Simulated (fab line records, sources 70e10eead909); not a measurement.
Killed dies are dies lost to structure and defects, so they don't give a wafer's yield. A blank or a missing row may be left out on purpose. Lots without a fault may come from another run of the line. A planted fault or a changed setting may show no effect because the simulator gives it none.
A struck lot beside a sound one | flow nand_harc | 16 steps out of a route of 1302
Sound: wafers L502.1, L502.2, L502.4. Struck: wafers L512.1, L512.5, L512.6. The cause comes at the end.
At each step with rows: each side's tool, then ch and its chambers, then its first start. Under that, the readings that differ: sound wafers | struck wafers | difference of the means | sigmas: that difference in standard deviations of wafers without a fault.
alike: readings whose means differ by less than 2 such deviations, and words and numbers that are the same on both sides. not compared: withheld readings, readings that some wafer has no value for, bounds like >300 that may hide the same value, and numbers for which the record gives no deviation and whose values overlap.
The two part at a step that has a row with sigmas, a row that says differs or no value, or rows on one side only. Numbers that don't overlap but have no deviation are shown without sigmas and don't part them. A reading that every wafer of one side lacks parts them only if that side has two wafers or more.

first, 1 step without rows for these wafers: NHARC_A_DECK1_JOINT_SRD_15.
NHARC_A_DECK1_JOINT_DEP_16: deposits SiO2, target thk 45 nm.
  sound on pecvd-02 ch 1,2, day 13 14:30; struck on pecvd-02 ch 0,2, day 17 07:49
  alike: heater_power_w, throttle_valve_pct
NHARC_A_DECK1_JOINT_THK_MEAS_17: measures by ellipsometry.
  sound on film_metro-01, day 13 14:45; struck on film_metro-01, day 17 08:06
  alike: thk_nm
NHARC_A_DECK1_JOINT_INSPECT_05:
  sound on defect_inspect-02, day 13 14:47; struck on defect_inspect-02, day 17 08:08
  alike: raw_defect_count
then, 1 step without rows for these wafers: NHARC_A_ONON_D2_DEP_00 (target thk 1000 nm).
NHARC_A_ONON_D2_THK_MEAS_02: measures by ellipsometry.
  sound on film_metro-02, day 13 15:22; struck on film_metro-02, day 17 08:43
  reading     | sound       | struck         | difference | sigmas
  thk_nm (nm) | 992 995 995 | 1020 1021 1020 | +26        | +2
then, 1 step without rows for these wafers: NHARC_A_ONON_D2_DEP_03 (target thk 1000 nm).
NHARC_A_ONON_D2_THK_MEAS_05: measures by ellipsometry.
  sound on film_metro-02, day 13 15:56; struck on film_metro-01, day 17 09:16
  alike: thk_nm
then, 1 step without rows for these wafers: NHARC_A_ONON_D2_DEP_06 (target thk 1000 nm).
NHARC_A_ONON_D2_THK_MEAS_08: measures by ellipsometry.
  sound on film_metro-02, day 13 16:31; struck on film_metro-02, day 17 09:50
  alike: thk_nm
then, 1 step without rows for these wafers: NHARC_A_ONON_D2_DEP_09 (target thk 1000 nm).
NHARC_A_ONON_D2_THK_MEAS_11: measures by ellipsometry.
  sound on film_metro-02, day 13 17:05; struck on film_metro-02, day 17 10:25
  alike: thk_nm
NHARC_A_ONON_D2_DEP_12: target thk 1000 nm.
  sound on pecvd_onon-02 ch 0, day 13 17:08; struck on pecvd_onon-01 ch 0, day 17 10:28
  alike: nh3_flow_sccm
NHARC_A_ONON_D2_THK_MEAS_14: measures by ellipsometry.
  sound on film_metro-02, day 13 17:39; struck on film_metro-02, day 17 10:59
  reading     | sound       | struck      | difference | sigmas
  thk_nm (nm) | 996 995 996 | 567 566 567 | -429       | -45
then, 1 step without rows for these wafers: NHARC_A_ONON_D2_ANNEAL_15 (time 3600 s).
-- the record jumps here: 12 days lie between the struck wafers' starts before and after (it left off in module A_ONON_D2 and takes up again in module END, whose first step shown is number 1302 of the route) --
NHARC_END_SORT_01:
  sound on prober-01 ch 0, day 25 11:32; struck on prober-01 ch 0, day 29 04:03
  reading         | sound    | struck      | difference | sigmas
  killed_at_array | 58 61 63 | 675 675 677 | +615       | +32
  killed_dies     | 58 63 70 | 677 677 677 | +613       | +32
  alike: killed_at_other, killed_at_periphery, killed_open, killed_short

WHERE THEY PART
First at NHARC_A_ONON_D2_THK_MEAS_02; last, within this record, at NHARC_END_SORT_01.

WHY: what the simulator had put in
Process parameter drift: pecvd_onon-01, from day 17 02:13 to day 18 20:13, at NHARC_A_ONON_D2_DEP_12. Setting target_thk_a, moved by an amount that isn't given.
